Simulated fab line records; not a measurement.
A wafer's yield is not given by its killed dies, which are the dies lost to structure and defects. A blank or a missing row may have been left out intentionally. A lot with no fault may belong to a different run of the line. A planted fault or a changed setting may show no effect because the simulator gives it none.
fab line records | flow n5Finfet
record: lots: 6 wafers: 18 lastDay: 16
route steps=1938 shown BEOL_M13@1662 PASSIVATION@1936
lots that met no fault: from a run of the same line without faults
startH: start of the lot's first displayed wafer, in hours after the record's first day | waitH: hours elapsed since this lot's preceding step | " the same as in the row above | L1.1+2: a single row standing in for several wafers | - no value, or no start was given | * or withheld: withheld | < > ~ a bound
route shown NAME@n: names a module that has steps shown in the file, with the first one's number in the route | usual: average and standard deviation across the fault-free wafers | same: alike in all rows | chamber/n: place in a boat | sites: each site's reading | _std_site: the values' standard deviation | _edge_site: mean of outer sites minus mean of inner sites | radiusMm: how far each site lies from the wafer's centre | mask NAME#n: copy n | behind: the most recent tool/chamber to have shaped the wafer | hold: what put the lot on hold/how long, in hours/how the hold closed | device: the n, p or np transistor that did not switch | end of line: the route-end tests of the same wafers | a step given without rows: its recipe and nothing more | killed: the dies lost at the first sort to structure and to defects; this is not the yield of the wafer | map: per-die view of a wafer (x killed, . not killed, _ where there is no die)
set.NAME: setting as actually run; set.NAME@STEP: the setting as run at that earlier step | model.NAME: the simulator's own value behind a step, which no gauge read
lots seen at some steps along the route; tables by step, rows by wafer
services: a tool's chamber out of use, with start hour (startH, from the record's first day; less than 0 if before it), hours out, and reason
== steps ==
step: N5_BEOL_M13_COAT_04
recipe: spinRpm: 1625 resistThkNm: 400
step: N5_BEOL_M13_EBR_06
recipe: solvent: PGMEA ebrWidthMm: 1.5
step: N5_BEOL_M13_SOFTBAKE_05
recipe: tempC: 130 timeS: 60
step: N5_BEOL_M13_EXPOSE_07
recipe: maskId: V12 na: 0.93 sourceShape: conventional sigmaOuter: 0.6 polarization: unpolarized attpsmPhaseDeg: 180 doseMj: 24.8
step: N5_BEOL_M13_PEB_08
recipe: pebTempC: 130 pebTimeS: 90
step: N5_BEOL_M13_DEVELOP_09
recipe: developTimeS: 45 rinseLiquid: diw dry: airSpin devTempC: 21
step: N5_BEOL_M13_HARDBAKE_14
recipe: tempC: 130 timeS: 120
step: N5_BEOL_M13_CD_MEAS_10
recipe: targetCdNm: 190 landingEnergyEv: 500 detector: seInlens polarity: opening
usual: cdNm: 190.2/1.5
columns lot.wafer tool chamber startH waitH cdNm
L305.2 cdSem-02 0 256.55 - 187.8
L305.3 " 0 " " 187.2
L305.5 " 0 " " 185.2
L304.1 cdSem-03 0 266.18 - 192.0
L304.3 " 0 " " 190.2
L304.5 " 0 " " 190.7
L310.3 cdSem-01 0 303.22 - 191.7
L310.4 " 0 " " 191.3
L310.5 " 0 " " 190.4
L316.1 cdSem-03 0 334.74 - 191.4
L316.4 " 0 " " 191.3
L316.5 " 0 " " 191.2
L315.2 cdSem-01 0 335.89 - 189.9
L315.4 " 0 " " 188.8
L315.6 " 0 " " 188.6
L320.1 cdSem-02 0 349.50 - 190.8
L320.3 " 0 " " 189.2
L320.4 " 0 " " 191.0
step: N5_BEOL_M13_OVL_MEAS_11
recipe: pointsPerWafer: 44
usual: V12_OVL: 4/5.5
columns lot.wafer tool chamber startH waitH V12_OVL[nm]
L305.2 overlay-01 0 256.58 0.0 4
L305.3 " 0 " " 1
L305.5 " 0 " " 8
L304.1 overlay-01 0 266.21 0.0 10
L304.3 " 0 " " 6
L304.5 " 0 " " 7
L310.3 overlay-02 0 303.24 0.0 -5
L310.4 " 0 " " 5
L310.5 " 0 " " -6
L316.1 overlay-01 0 334.77 0.0 3
L316.4 " 0 " " -4
L316.5 " 0 " " -1
L315.2 overlay-01 0 335.92 0.0 5
L315.4 " 0 " " 3
L315.6 " 0 " " 2
L320.1 overlay-01 0 349.53 0.0 4
L320.3 " 0 " " 14
L320.4 " 0 " " 10
step: N5_BEOL_M13_INSPECT_12
recipe: mode: adi inspectInstrument: macro
usual: rawDefectCount: 2.1/1.3
columns lot.wafer tool chamber startH waitH rawDefectCount
L305.2 defectInspect-01 - 256.61 0.0 7
L305.3 " - " " 1
L305.5 " - " " 1
L304.1 defectInspect-02 - 266.24 0.0 4
L304.3 " - " " 3
L304.5 " - " " 0
L310.3 defectInspect-01 - 303.27 0.0 2
L310.4 " - " " 1
L310.5 " - " " 2
L316.1 defectInspect-02 - 334.79 0.0 1
L316.4 " - " " 1
L316.5 " - " " 2
L315.2 defectInspect-02 - 335.95 0.0 2
L315.4 " - " " 5
L315.6 " - " " 4
L320.1 defectInspect-01 - 349.55 0.0 2
L320.3 " - " " 4
L320.4 " - " " 3
step: N5_BEOL_M13_DESCUM_15
recipe: chemistry: O2 timeS: 7.9 sourcePowerW: 50 biasPowerW: 20 pressureMtorr: 20 rfFrequencyHz: 2.712e+07 tempC: 40 o2FlowSccm: 225
usual: drypumpMotorCurrentA: 5.6/0.5 oesProductAu: 0.79/0.073 rfVppV: 243.5/1.4 showerheadPlenumPTorr: 2.12/0.081 throttleValvePct: 20.54/0.21
columns lot.wafer tool chamber startH waitH drypumpMotorCurrentA oesProductAu rfHoursCounterH rfVppV showerheadPlenumPTorr throttleValvePct
L305.2 rieDiel-03 2 256.64 0.0 6.1 0.95 7 242.8 2.15 20.08
L305.3 " 3 " " 6.3 0.91 28 244.0 2.06 20.65
L305.5 " 0 " " 4.9 0.74 - 243.1 2.01 20.81
L304.1 rieDiel-05 1 266.27 0.0 5.6 0.81 80 244.9 2.22 20.66
L304.3 " 3 " " 6.1 0.84 56 242.2 2.05 20.24
L304.5 " 0 " " 5.8 0.81 - 244.1 2.23 20.48
L310.3 rieDiel-03 0 303.30 0.0 4.9 0.73 195 240.0 2.00 20.83
L310.4 " 3 " " 6.3 0.89 41 241.8 2.05 20.69
L310.5 " 0 " " 4.9 0.73 - 242.8 2.00 20.82
L316.1 rieDiel-03 1 334.82 0.0 6.1 0.69 210 242.8 2.08 20.75
L316.4 " 0 " " 4.9 0.73 205 241.8 2.00 20.84
L316.5 " 1 " " 6.0 0.69 - 242.6 2.08 20.73
L315.2 rieDiel-05 1 336.11 0.2 5.6 0.79 101 245.9 2.21 20.67
L315.4 " 0 " " 5.8 0.80 111 245.5 2.22 20.51
L315.6 " 2 " " 5.0 0.87 - 244.8 2.22 20.61
L320.1 rieDiel-04 0 349.65 0.1 5.3 0.70 204 243.3 2.08 20.32
L320.3 " 1 " " 4.9 0.71 205 244.1 2.13 20.75
L320.4 " 3 " " 4.9 0.71 210 243.2 2.13 20.55
step: N5_BEOL_M13_ETCH_59
recipe: chemistry: N2/H2 target: BARC targetDepthA: 890 overetchA: 267 timeS: 67.9 ionEnergyEv: 200 pressureMtorr: 30 sourceW: 840 biasW: 150 n2FlowSccm: 200 h2FlowSccm: 200
usual: drypumpMotorCurrentA: 5.6/0.5 oesProductAu: 0.67/0.058 rfVppV: 524.6/2.8 showerheadPlenumPTorr: 2.56/0.1 throttleValvePct: 17.90/0.24
columns lot.wafer tool chamber startH waitH drypumpMotorCurrentA oesProductAu rfHoursCounterH rfVppV showerheadPlenumPTorr throttleValvePct
L305.2 rieDiel-03 2 256.67 0.0 6.2 0.80 7 526.7 2.60 17.45
L305.3 " 3 " " 6.3 0.77 28 521.5 2.47 17.87
L305.5 " 0 " " 4.9 0.64 - 520.2 2.43 18.21
L304.1 rieDiel-05 1 266.31 0.0 5.6 0.69 80 527.7 2.68 17.96
L304.3 " 3 " " 6.1 0.72 56 521.9 2.46 17.53
L304.5 " 0 " " 5.8 0.69 - 527.2 2.68 17.78
L310.3 rieDiel-03 0 303.34 0.0 4.9 0.63 195 520.9 2.42 18.24
L310.4 " 3 " " 6.3 0.75 41 523.0 2.47 17.91
L310.5 " 0 " " 4.9 0.63 - 520.5 2.42 18.24
L316.1 rieDiel-03 1 334.86 0.0 6.0 0.59 210 523.9 2.51 18.18
L316.4 " 0 " " 4.9 0.62 205 520.7 2.42 18.25
L316.5 " 1 " " 6.0 0.60 - 523.4 2.51 18.15
L315.2 rieDiel-05 1 336.14 0.0 5.6 0.68 101 527.9 2.67 17.98
L315.4 " 0 " " 5.8 0.68 111 526.8 2.67 17.81
L315.6 " 2 " " 5.0 0.74 - 529.7 2.68 17.92
L320.1 rieDiel-04 0 349.69 0.0 5.3 0.60 204 522.6 2.53 17.75
L320.3 " 1 " " 4.9 0.61 205 526.1 2.62 18.37
L320.4 " 3 " " 4.9 0.61 210 524.9 2.61 18.08
step: N5_BEOL_M13_VIA_ETCH_16
recipe: chemistry: C4F8/O2/Ar target: SiOC pressureMtorr: 30 sourceW: 3000 biasW: 700 Ar_flow_sccm: 400 C4F8_flow_sccm: 15 O2_flow_sccm: 8 heInnerTorr: 15 heOuterTorr: 30 targetDepthA: 9217 timeS: withheld ionEnergyEv: 250 ends: cleared
usual: C4F8_flow_sccm: 15.00/0.047 drypumpMotorCurrentA: 5.6/0.5 oesProductAu: 0.71/0.066 rfVppV: 666/3.7 showerheadPlenumPTorr: 3.45/0.12 throttleValvePct: 24.27/0.27
columns lot.wafer tool chamber startH waitH C4F8_flow_sccm drypumpMotorCurrentA oesProductAu rfVppV showerheadPlenumPTorr throttleValvePct
L305.2 rieDiel-03 2 256.73 0.0 14.94 6.2 0.87 669 3.48 23.80
L305.3 " 3 " " 14.97 6.3 0.82 663 3.38 24.58
L305.5 " 0 " " 15.00 4.9 0.68 661 3.27 24.49
L304.1 rieDiel-05 1 266.36 0.0 15.01 5.6 0.74 670 3.60 24.45
L304.3 " 3 " " 15.04 6.1 0.78 664 3.33 23.91
L304.5 " 0 " " 14.99 5.8 0.73 670 3.57 24.02
L310.3 rieDiel-03 0 303.39 0.0 15.02 4.9 0.67 660 3.26 24.49
L310.4 " 3 " " 15.00 6.3 0.80 663 3.38 24.59
L310.5 " 0 " " 14.93 4.9 0.67 662 3.26 24.51
L316.1 rieDiel-03 1 334.91 0.0 15.02 6.0 0.63 664 3.38 24.45
L316.4 " 0 " " 15.01 4.9 0.66 662 3.25 24.51
L316.5 " 1 " " 14.99 6.1 0.62 665 3.38 24.45
L315.2 rieDiel-05 1 336.20 0.0 15.06 5.6 0.72 671 3.59 24.49
L315.4 " 0 " " 15.02 5.8 0.72 670 3.56 24.06
L315.6 " 2 " " 15.07 5.0 0.79 671 3.59 24.33
L320.1 rieDiel-04 0 349.74 0.0 14.94 5.3 0.64 665 3.38 23.93
L320.3 " 1 " " 15.01 4.9 0.64 667 3.53 24.73
L320.4 " 3 " " 14.94 4.9 0.65 668 3.50 24.35
step: N5_BEOL_M13_STRIP_63
recipe: chemistry: N2/H2 powerW: 1000 tempC: 250 h2Frac: 0.65 overashFraction: 0.3 pressureMtorr: 1000 n2FlowSccm: 1750 h2FlowSccm: 3250
usual: drypumpMotorCurrentA: 5.23/0.23 heaterPowerW: 348/40 oesProductAu: 0.675/0.0051 stripTimeToEndpointS: 28.1/1.1
columns lot.wafer tool chamber startH waitH drypumpMotorCurrentA heaterPowerW oesProductAu rfHoursCounterH stripTimeToEndpointS
L305.2 plasmaAsher-01 1 256.96 - 5.45 279 0.677 72 27.0
L305.3 " 1 " " 5.44 277 0.666 - 27.0
L305.5 " 1 " " 5.45 281 0.671 - 26.3
L304.1 plasmaAsher-01 1 266.59 - 5.47 280 0.676 74 27.8
L304.3 " 1 " " 5.46 282 0.677 - 29.3
L304.5 " 0 " " 4.84 332 0.673 - 27.6
L310.3 plasmaAsher-02 0 303.64 - 5.40 393 0.657 - 27.7
L310.4 " 1 " " 5.21 349 0.671 - 27.1
L310.5 " 0 " " 5.39 402 0.674 - 26.6
L316.1 plasmaAsher-02 1 335.15 - 5.17 354 0.668 141 30.4
L316.4 " 1 " " 5.20 352 0.677 - 28.0
L316.5 " 1 " " 5.18 348 0.672 - 28.7
L315.2 plasmaAsher-01 0 336.46 - 4.83 341 0.674 87 26.5
L315.4 " 1 " " 5.48 280 0.672 - 25.8
L315.6 " 1 " " 5.48 282 0.671 - 27.8
L320.1 plasmaAsher-02 1 349.98 - 5.19 350 0.672 145 26.8
L320.3 " 1 " " 5.20 352 0.673 - 29.4
L320.4 " 0 " " 5.36 384 0.681 - 28.0
step: N5_BEOL_M13_STRIP_64
recipe: chemistry: N2/H2 powerW: 1000 tempC: 250 h2Frac: 0.65 overashFraction: 0.3 pressureMtorr: withheld n2FlowSccm: 1750 h2FlowSccm: 3250
usual: drypumpMotorCurrentA: 5.23/0.23 heaterPowerW: 348/40 oesProductAu: 0.714/0.005 stripTimeToEndpointS: 31.35/0.068
columns lot.wafer tool chamber startH waitH drypumpMotorCurrentA heaterPowerW oesProductAu rfHoursCounterH stripTimeToEndpointS
L305.2 plasmaAsher-01 1 257.02 0.0 5.47 286 0.720 72 31.31
L305.3 " 1 " " 5.46 287 0.716 - 31.33
L305.5 " 1 " " 5.46 286 0.714 - 31.28
L304.1 plasmaAsher-01 1 266.65 0.0 5.46 290 0.712 74 31.33
L304.3 " 1 " " 5.49 281 0.716 - 31.29
L304.5 " 0 " " 4.83 334 0.713 - 31.40
L310.3 plasmaAsher-02 0 303.70 0.0 5.39 394 0.705 - 31.34
L310.4 " 1 " " 5.20 352 0.713 - 31.36
L310.5 " 0 " " 5.36 403 0.714 - 31.30
L316.1 plasmaAsher-02 1 335.21 0.0 5.22 346 0.713 141 31.36
L316.4 " 1 " " 5.22 353 0.706 - 31.43
L316.5 " 1 " " 5.19 362 0.716 - 31.43
L315.2 plasmaAsher-01 0 336.52 0.0 4.83 329 0.704 87 31.43
L315.4 " 1 " " 5.46 286 0.713 - 31.40
L315.6 " 1 " " 5.46 284 0.703 - 31.39
L320.1 plasmaAsher-02 1 350.04 0.0 5.19 353 0.715 145 31.37
L320.3 " 1 " " 5.18 346 0.716 - 31.32
L320.4 " 0 " " 5.36 400 0.729 - 31.36
step: N5_BEOL_M13_STRIP_71
recipe: chemistry: postEtchResidueRemover timeS: 60 tempC: 25 removerPh: withheld removerWaterWtPct: withheld removerFluorideWtPct: withheld
step: N5_BEOL_M13_SRD_72
recipe: timeS: 30 tempC: 23 rinseLiquid: diw dry: n2Spin spinRpm: 1500 dryTimeS: 30
step: N5_BEOL_M13_CD_MEAS_17
recipe: targetCdNm: 190 polarity: opening
usual: cdNm: 190.7/1.7
columns lot.wafer tool chamber startH waitH cdNm
L305.2 cdSem-02 - 257.17 0.0 190.3
L305.3 " - " " 187.7
L305.5 " - " " 185.7
L304.1 cdSem-03 - 266.80 0.0 193.4
L304.3 " - " " 190.5
L304.5 " - " " 192.5
L310.3 cdSem-02 - 303.83 0.0 192.7
L310.4 " - " " 192.2
L310.5 " - " " 191.0
L316.1 cdSem-02 - 335.37 0.0 191.1
L316.4 " - " " 192.3
L316.5 " - " " 190.6
L315.2 cdSem-03 - 336.67 0.0 190.4
L315.4 " - " " 190.1
L315.6 " - " " 188.5
L320.1 cdSem-03 - 350.20 0.0 191.1
L320.3 " - " " 190.0
L320.4 " - " " 190.3
step: N5_BEOL_M13_COAT_65
recipe: resist: SOC tempC: 250 timeS: 60 spinRpm: 1500 resistThkNm: 350
step: N5_BEOL_M13_COAT_66
recipe: resist: SiARC tempC: 220 timeS: 60 spinRpm: 1500 resistThkNm: 110
step: N5_BEOL_M13_COAT_22
recipe: spinRpm: 2888 resistThkNm: 300
step: N5_BEOL_M13_EBR_24
recipe: solvent: PGMEA ebrWidthMm: 1.5
step: N5_BEOL_M13_SOFTBAKE_23
recipe: tempC: 130 timeS: 60
step: N5_BEOL_M13_EXPOSE_25
recipe: maskId: M13 na: 0.93 sourceShape: conventional sigmaOuter: 0.4 polarization: unpolarized targetCdNm: 210 doseMj: 22
step: N5_BEOL_M13_PEB_26
recipe: pebTempC: 130 pebTimeS: 90
step: N5_BEOL_M13_DEVELOP_27
recipe: developTimeS: 45 rinseLiquid: diw dry: airSpin devTempC: 21
step: N5_BEOL_M13_HARDBAKE_32
recipe: tempC: 130 timeS: 120
step: N5_BEOL_M13_CD_MEAS_28
recipe: targetCdNm: 209.5 landingEnergyEv: 500 detector: seInlens
usual: cdNm: 209.8/1.1
columns lot.wafer tool chamber startH waitH cdNm
L305.2 cdSem-01 0 257.50 - 210.9
L305.3 " 0 " " 210.6
L305.5 " 0 " " 208.3
L304.1 cdSem-03 0 267.25 - 209.8
L304.3 " 0 " " 210.6
L304.5 " 0 " " 211.2
L310.3 cdSem-02 0 304.29 - 209.0
L310.4 " 0 " " 209.9
L310.5 " 0 " " 209.8
L316.1 cdSem-03 0 335.82 - 208.7
L316.4 " 0 " " 210.2
L316.5 " 0 " " 209.2
L315.2 cdSem-02 0 337.12 - 210.9
L315.4 " 0 " " 209.3
L315.6 " 0 " " 209.8
L320.1 cdSem-02 0 350.65 - 210.2
L320.3 " 0 " " 208.9
L320.4 " 0 " " 207.9
step: N5_BEOL_M13_OVL_MEAS_29
recipe: pointsPerWafer: 44
usual: M13_OVL: 1/4.6
columns lot.wafer tool chamber startH waitH M13_OVL[nm]
L305.2 overlay-02 0 257.53 0.0 1
L305.3 " 0 " " 4
L305.5 " 0 " " 3
L304.1 overlay-02 0 267.28 0.0 7
L304.3 " 0 " " 2
L304.5 " 0 " " 10
L310.3 overlay-01 0 304.31 0.0 3
L310.4 " 0 " " 3
L310.5 " 0 " " -1
L316.1 overlay-02 0 335.85 0.0 7
L316.4 " 0 " " -2
L316.5 " 0 " " 9
L315.2 overlay-01 0 337.15 0.0 1
L315.4 " 0 " " 5
L315.6 " 0 " " -3
L320.1 overlay-01 0 350.68 0.0 1
L320.3 " 0 " " -1
L320.4 " 0 " " -1
step: N5_BEOL_M13_INSPECT_30
recipe: mode: adi inspectInstrument: macro
usual: rawDefectCount: 2.2/1.5
columns lot.wafer tool chamber startH waitH rawDefectCount
L305.2 defectInspect-02 - 257.55 0.0 2
L305.3 " - " " 0
L305.5 " - " " 1
L304.1 defectInspect-01 - 267.31 0.0 1
L304.3 " - " " 0
L304.5 " - " " 0
L310.3 defectInspect-01 - 304.34 0.0 11
L310.4 " - " " 2
L310.5 " - " " 12
L316.1 defectInspect-02 - 335.87 0.0 3
L316.4 " - " " 7
L316.5 " - " " 4
L315.2 defectInspect-01 - 337.17 0.0 3
L315.4 " - " " 3
L315.6 " - " " 3
L320.1 defectInspect-01 - 350.70 0.0 1
L320.3 " - " " 1
L320.4 " - " " 2
step: N5_BEOL_M13_DESCUM_33
recipe: chemistry: O2 timeS: 7.9 sourcePowerW: 50 biasPowerW: 20 pressureMtorr: 20 rfFrequencyHz: 2.712e+07 tempC: 40 o2FlowSccm: 225
usual: drypumpMotorCurrentA: 5.5/0.52 oesProductAu: 0.76/0.078 rfVppV: 243.3/1.5 showerheadPlenumPTorr: 2.10/0.076 throttleValvePct: 20.54/0.22
columns lot.wafer tool chamber startH waitH drypumpMotorCurrentA oesProductAu rfHoursCounterH rfVppV showerheadPlenumPTorr throttleValvePct
L305.2 rieDiel-04 2 257.82 0.3 5.1 0.70 213 241.7 1.99 20.47
L305.3 " 0 " " 5.3 0.72 175 244.8 2.09 20.26
L305.5 " 1 " " 5.0 0.72 - 243.0 2.14 20.71
L304.1 rieDiel-05 3 267.34 0.0 6.1 0.84 56 243.6 2.05 20.25
L304.3 " 2 " " 5.0 0.89 39 244.4 2.22 20.60
L304.5 " 1 " " 5.6 0.81 - 245.5 2.22 20.64
L310.3 rieDiel-04 1 304.37 0.0 4.9 0.71 191 245.4 2.14 20.73
L310.4 " 2 " " 5.1 0.69 226 240.4 1.98 20.51
L310.5 " 3 " " 4.9 0.73 - 244.4 2.14 20.52
L316.1 rieDiel-04 2 335.98 0.1 5.1 0.68 238 241.5 1.98 20.51
L316.4 " 3 " " 4.9 0.72 206 242.8 2.14 20.54
L316.5 " 1 " " 4.9 0.71 - 243.8 2.13 20.75
L315.2 rieDiel-03 0 337.20 0.0 4.9 0.73 206 242.5 2.00 20.85
L315.4 " 3 " " 6.3 0.87 53 243.2 2.05 20.70
L315.6 " 3 " " 6.3 0.87 - 242.6 2.05 20.69
L320.1 rieDiel-04 2 351.16 0.5 5.1 0.67 243 241.8 1.98 20.52
L320.3 " 1 " " 4.9 0.71 206 244.4 2.13 20.76
L320.4 " 0 " " 5.3 0.70 204 244.9 2.08 20.31
step: N5_PASSIVATION_PROBE_49
usual: defectLimitedYield: 91.4/1.5 killed_at_M0_to_M3: 35/12 killed_at_M4_up: 13/5.8 killedAtContacts: 12/5.5 killedAtFrontEnd: 36/9.9 killedAtOther: 4/3.7 killedDies: 101/18 killedOpen: 66/13 killedShort: 33/8 sort_bin_4_leakage: 0.00/0.016 sort_bin_5_function: 5.0/1 sort_bin_6_memory: 3.2/0.67 sortNPass: 1079/18 sortYieldPct: 91.4/1.5
same: grossDies: 1180 killedAtBackSide: 0 sort_bin_8_speed[%]: 0
columns lot.wafer tool chamber startH waitH defectLimitedYield[%] killed_at_M0_to_M3 killed_at_M4_up killedAtContacts killedAtFrontEnd killedAtOther killedDies killedOpen killedShort sort_bin_4_leakage[%] sort_bin_5_function[%] sort_bin_6_memory[%] sortNPass sortYieldPct[%]
L305.2 prober-01 - 290.79 0.1 91.8 13 6 13 60 5 97 71 26 0 4.9 3.1 1083 91.8
L305.3 prober-01 - 290.84 0.1 90.8 35 9 16 42 6 108 71 29 0 4.7 3.5 1072 90.8
L305.5 prober-01 - 290.94 0.2 92.1 24 18 11 35 5 93 62 31 0 5.0 2.7 1087 92.1
L310.3 prober-02 - 332.44 0.1 90.3 45 19 13 33 5 115 67 42 0 5.6 3.6 1065 90.3
L310.5 prober-02 - 332.54 0.2 92.5 40 15 14 18 1 88 56 27 0 3.7 3.4 1092 92.5
L315.4 prober-01 - 368.99 0.2 93.6 35 9 3 27 1 75 54 20 0 3.6 2.4 1105 93.6
L316.4 prober-02 - 372.25 0.2 91.9 33 20 6 33 4 96 56 34 0 4.7 3.1 1084 91.9
L320.1 prober-01 - 380.61 0.0 88.1 62 8 24 39 7 140 99 40 0 6.9 4.7 1040 88.1
L320.3 prober-01 - 380.71 0.1 88.8 55 6 23 41 7 132 80 50 0 6.4 4.3 1048 88.8
L320.4 prober-01 - 380.76 0.2 88.6 63 6 26 27 12 134 86 45 0 7.6 3.6 1046 88.6
killed by level:class
L305.2 FIN_SAQP:geometricParticle:open=25 MOL_CONTACT_COAG:geometricParticle:open=9 FIN_SAQP:geometricParticle:short=8 STI_FIN_REVEAL:geometricParticle:open=5 DUMMY_GATE:geometricParticle:open=5 BEOL_M3:geometricParticle:open=5 MOL_CONTACT_COAG:geometricParticle:short=4 GATE_CUT:geometricParticle:open=4
L305.3 MOL_CONTACT_COAG:geometricParticle:open=14 BEOL_M0_SAQP:geometricParticle:open=12 BEOL_M0_SAQP:geometricParticle:short=9 HKMG_FIN:areaEtch=8 FIN_SAQP:geometricParticle:short=6 FIN_SAQP:geometricParticle:open=6 STI_FIN_REVEAL:geometricParticle:open=5 BEOL_M2:geometricParticle:open=5
L305.5 FIN_SAQP:geometricParticle:open=11 MOL_CONTACT_COAG:geometricParticle:open=11 FIN_SAQP:geometricParticle:short=9 BEOL_M4:geometricParticle:open=7 BEOL_M0_SAQP:geometricParticle:short=6 BEOL_M0_SAQP:geometricParticle:open=6 STI_FIN_REVEAL:geometricParticle:open=5 DUMMY_GATE:geometricParticle:open=4
L310.3 BEOL_M2:geometricParticle:open=16 MOL_CONTACT_COAG:geometricParticle:open=11 BEOL_M0_SAQP:geometricParticle:short=8 BEOL_M0_SAQP:geometricParticle:open=8 GATE_CUT:geometricParticle:short=7 BEOL_M3:geometricParticle:open=7 FIN_SAQP:geometricParticle:short=6 BEOL_M13:unspecified=6
L310.5 BEOL_M0_SAQP:geometricParticle:open=13 BEOL_M0_SAQP:geometricParticle:short=13 MOL_CONTACT_COAG:geometricParticle:open=11 BEOL_M3:geometricParticle:open=6 BEOL_M13:unspecified=5 STI_FIN_REVEAL:geometricParticle:open=4 FIN_SAQP:geometricParticle:open=3 GATE_CUT:geometricParticle:open=3
L315.4 BEOL_M0_SAQP:geometricParticle:open=9 STI_FIN_REVEAL:geometricParticle:open=8 BEOL_M0_SAQP:geometricParticle:short=8 DUMMY_GATE:geometricParticle:open=7 BEOL_M3:geometricParticle:open=6 BEOL_M2:geometricParticle:open=5 BEOL_M5:geometricParticle:open=4 MOL_CONTACT_COAG:geometricParticle:open=3
L316.4 BEOL_M3:geometricParticle:open=8 FIN_SAQP:geometricParticle:open=7 BEOL_M2:geometricParticle:open=7 STI_FIN_REVEAL:geometricParticle:open=6 ILD0:geometricParticle:short=6 BEOL_M1:geometricParticle:open=5 BEOL_M13:unspecified=5 STARTING-WAFER:geometricParticle:short=4
L320.1 BEOL_M3:geometricParticle:open=19 MOL_CONTACT_COAG:geometricParticle:open=18 BEOL_M0_SAQP:geometricParticle:open=9 BEOL_M1:geometricParticle:open=9 GATE_CUT:geometricParticle:short=8 BEOL_M2:geometricParticle:open=8 FIN_SAQP:geometricParticle:open=7 DUMMY_GATE:geometricParticle:open=7
L320.3 MOL_CONTACT_COAG:geometricParticle:open=17 BEOL_M3:geometricParticle:open=14 BEOL_M2:geometricParticle:open=13 BEOL_M1:geometricParticle:short=11 FIN_SAQP:geometricParticle:open=7 GATE_CUT:geometricParticle:open=7 STI_FIN_REVEAL:geometricParticle:open=6 MOL_CONTACT_COAG:geometricParticle:short=6
L320.4 MOL_CONTACT_COAG:geometricParticle:open=21 BEOL_M3:geometricParticle:open=15 BEOL_M0_SAQP:geometricParticle:short=12 BEOL_M1:geometricParticle:open=11 BEOL_M2:geometricParticle:open=8 BEOL_M0_SAQP:geometricParticle:open=7 DUMMY_GATE:geometricParticle:open=6 GATE_CUT:geometricParticle:short=6
== services ==
columns tool chamber startH hours kind
rieDiel-05 3 251.62 3.5 repair
rieDiel-03 - 253.91 0.7 repair
plasmaAsher-01 - 268.83 4.3 repair
plasmaAsher-01 - 301.47 2.8 repair
rieDiel-04 3 309.13 11.7 repair
plasmaAsher-02 - 310.78 2.9 repair
rieDiel-04 1 326.22 4.5 repair
== key ==
firstSign: step: N5_BEOL_M13_INSPECT_30 reading: rawDefectCount direction: up sigmas: 5 usual: 2.2 struck: 10
effect none on later readings
metAt N5_BEOL_M13_VIA_ETCH_16
struckWafers L310.3,L310.5,L316.4
onsetBetween 256.73 303.39
fault: kind: chamberParticleSource tool: rieDiel-03 chamber: 0 onsetH: 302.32 steps: N5_BEOL_M13_VIA_ETCH_16 ratePerVisitCm2: 0.010338 endH: 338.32
